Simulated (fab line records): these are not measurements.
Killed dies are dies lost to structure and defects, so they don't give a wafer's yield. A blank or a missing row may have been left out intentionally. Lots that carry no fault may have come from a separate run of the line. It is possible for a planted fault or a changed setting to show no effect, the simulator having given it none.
Split-lot study :: flow n5-finfet :: 21 wafers read across 7 lots, on a route 1938 steps long

## THE SPLIT ITSELF
At N5_BEOL_M6_EXPOSE_08 (exposes mask M6), the setting dose-mj was moved away from the recipe's 68.25 on 5 of the 21 wafers read, by -5.8% to +5.3%. All remaining wafers had this setting at the recipe value.

## FROM THE SPLIT TO THE READING: what the file shows between them, 2 steps
- N5_BEOL_M6_PEB_09: peb time 60 s
- N5_BEOL_M6_DEVELOP_10: develop time 30 s

## THE READING
At N5_BEOL_M6_CD_MEAS_11: cd-nm in nanometres, against a target cd of 38.5 nm. Fault-free wafers of this fab line usually give 38.6 nm, standard deviation 0.46 nm.

wafer: L074.2
tool, chamber at the split: arfi-scanner-01, 0
dose-mj as run: 68.25
against the recipe: recipe
cd-nm, nm: 38.6
against lot-mates on the recipe: -

wafer: L074.4
tool, chamber at the split: arfi-scanner-01, 0
dose-mj as run: 68.25
against the recipe: recipe
cd-nm, nm: 39.1
against lot-mates on the recipe: -

wafer: L074.5
tool, chamber at the split: arfi-scanner-01, 0
dose-mj as run: 68.25
against the recipe: recipe
cd-nm, nm: 38.4
against lot-mates on the recipe: -

wafer: L076.1
tool, chamber at the split: arfi-scanner-01, 0
dose-mj as run: 68.25
against the recipe: recipe
cd-nm, nm: 38.5
against lot-mates on the recipe: -

wafer: L076.2
tool, chamber at the split: arfi-scanner-01, 0
dose-mj as run: 64.26
against the recipe: -5.8%
cd-nm, nm: 35.3
against lot-mates on the recipe: -3.2

wafer: L076.6
tool, chamber at the split: arfi-scanner-01, 0
dose-mj as run: 64.26
against the recipe: -5.8%
cd-nm, nm: 35.8
against lot-mates on the recipe: -2.7

wafer: L077.2
tool, chamber at the split: arfi-scanner-03, 0
dose-mj as run: 68.25
against the recipe: recipe
cd-nm, nm: 39.1
against lot-mates on the recipe: -

wafer: L077.4
tool, chamber at the split: arfi-scanner-03, 0
dose-mj as run: 68.25
against the recipe: recipe
cd-nm, nm: 38.3
against lot-mates on the recipe: -

wafer: L077.6
tool, chamber at the split: arfi-scanner-03, 0
dose-mj as run: 68.25
against the recipe: recipe
cd-nm, nm: 38.4
against lot-mates on the recipe: -

wafer: L082.2
tool, chamber at the split: arfi-scanner-02, 0
dose-mj as run: 65.06
against the recipe: -4.7%
cd-nm, nm: 36.2
against lot-mates on the recipe: -2.4

wafer: L082.3
tool, chamber at the split: arfi-scanner-02, 0
dose-mj as run: 68.25
against the recipe: recipe
cd-nm, nm: 38.4
against lot-mates on the recipe: -

wafer: L082.4
tool, chamber at the split: arfi-scanner-02, 0
dose-mj as run: 68.25
against the recipe: recipe
cd-nm, nm: 38.8
against lot-mates on the recipe: -

wafer: L083.1
tool, chamber at the split: arfi-scanner-01, 0
dose-mj as run: 68.25
against the recipe: recipe
cd-nm, nm: 38.9
against lot-mates on the recipe: -

wafer: L083.3
tool, chamber at the split: arfi-scanner-01, 0
dose-mj as run: 68.25
against the recipe: recipe
cd-nm, nm: 39.1
against lot-mates on the recipe: -

wafer: L083.4
tool, chamber at the split: arfi-scanner-01, 0
dose-mj as run: 68.25
against the recipe: recipe
cd-nm, nm: 39.0
against lot-mates on the recipe: -

wafer: L090.1
tool, chamber at the split: arfi-scanner-03, 0
dose-mj as run: 71.87
against the recipe: +5.3%
cd-nm, nm: 41.2
against lot-mates on the recipe: +3.1

wafer: L090.2
tool, chamber at the split: arfi-scanner-03, 0
dose-mj as run: 68.25
against the recipe: recipe
cd-nm, nm: 38.1
against lot-mates on the recipe: -

wafer: L090.6
tool, chamber at the split: arfi-scanner-03, 0
dose-mj as run: 71.87
against the recipe: +5.3%
cd-nm, nm: 40.9
against lot-mates on the recipe: +2.8

wafer: L095.1
tool, chamber at the split: arfi-scanner-03, 0
dose-mj as run: 68.25
against the recipe: recipe
cd-nm, nm: 38.5
against lot-mates on the recipe: -

wafer: L095.4
tool, chamber at the split: arfi-scanner-03, 0
dose-mj as run: 68.25
against the recipe: recipe
cd-nm, nm: 38.8
against lot-mates on the recipe: -

wafer: L095.6
tool, chamber at the split: arfi-scanner-03, 0
dose-mj as run: 68.25
against the recipe: recipe
cd-nm, nm: 38.0
against lot-mates on the recipe: -

THE FIT
A straight line over all 21 wafers: cd-nm changes by +0.497 nm for each +1% of dose-mj; r = +0.97; the points scatter about the line by 0.34 nm.
The same after taking each lot's own level away (the mean of its wafers on the recipe; 21 wafers): +0.527 nm for each +1%; r = +0.98; scatter 0.26 nm.
That fit puts the effect of the largest move of dose-mj on the reading at 3.1 nm.
Across the lots, their own levels run from 38.10 to 39.00 nm, a range of 2.0 times the standard deviation given above.
So the lot-to-lot level changes the slope little: the two slopes agree.
Check: for one of the wafers moved furthest among these (-5.8%), held out of the fit, the line's prediction against its lot-mates is -3 nm. Against them it came out at -3.2 nm.

## OTHER SPLITS ON THESE WAFERS
Note: prior to the reading, these wafers also went through further splits. Each is held against what the fit with the lots' levels taken away leaves over:
other split on the same wafers: N5_BEOL_M2_HM_DEP_02 target-thk-a
wafers away from the commonest value: 6
r with cd-nm (lot level and that fit taken away): -0.18

other split on the same wafers: N5_BEOL_M4_COAT_67 spin-rpm
wafers away from the commonest value: 6
r with cd-nm (lot level and that fit taken away): +0.28

other split on the same wafers: N5_BEOL_M4_DESCUM_33 time-s
wafers away from the commonest value: 13
r with cd-nm (lot level and that fit taken away): -0.04

## FILE'S OWN FIT
cd-nm changes by +0.524 nm for each +1% of dose-mj, r = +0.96.
